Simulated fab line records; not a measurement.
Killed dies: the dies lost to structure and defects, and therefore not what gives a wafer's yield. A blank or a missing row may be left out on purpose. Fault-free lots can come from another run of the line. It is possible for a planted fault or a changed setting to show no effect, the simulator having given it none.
Matching of chambers	flow nand-harc	4 sister chambers for NHARC_A_CHANNEL_HOLE_D1_ETCH_44 on rie-diel-10
The step etches the open film in CF4/O2, target depth 140 nm, overetch 14 nm, time 77 s. 4 wafers are shown with their chamber, then 6 later ones without.

== WAFERS PAIRED WITH THEIR CHAMBERS ==
wafer	chamber	drypump-motor-current-A (A)
L891.3	3	6.15
L892.5	1	5.33
L893.1	0	5.85
L893.2	2	5.84

== WAFERS WITH NO CHAMBER GIVEN ==
wafer	drypump-motor-current-A (A)
L904.2	5.82
L904.4	5.85
L904.6	5.32
L906.1	5.89
L906.2	5.85
L906.3	5.33

== EACH ONE'S CHAMBER ==
wafer	from the rows above	in truth
L904.2	can't be placed: 2 or 0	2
L904.4	can't be placed: 0 or 2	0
L904.6	1	1
L906.1	can't be placed: 0 or 2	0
L906.2	can't be placed: 0 or 2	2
L906.3	1	1
Placed correctly: 2 of 6. Unplaceable from these rows: 4, with the true chamber sitting among the candidates in 4. Number placed wrongly: 0.
How it was worked out, from the rows above alone: a wafer's distance from a chamber is the root of the sum, over the readings, of the square of ((its reading less the chamber's mean) divided by the reading's scatter). If the next closest chamber is less than 2 further off than the closest, the wafer can't be placed; otherwise it belongs to the closest. Each chamber's mean is taken over the wafers shown for it. The scatter: root of mean squared gap, hidden wafer to nearest shown wafer, with one shown wafer a chamber.
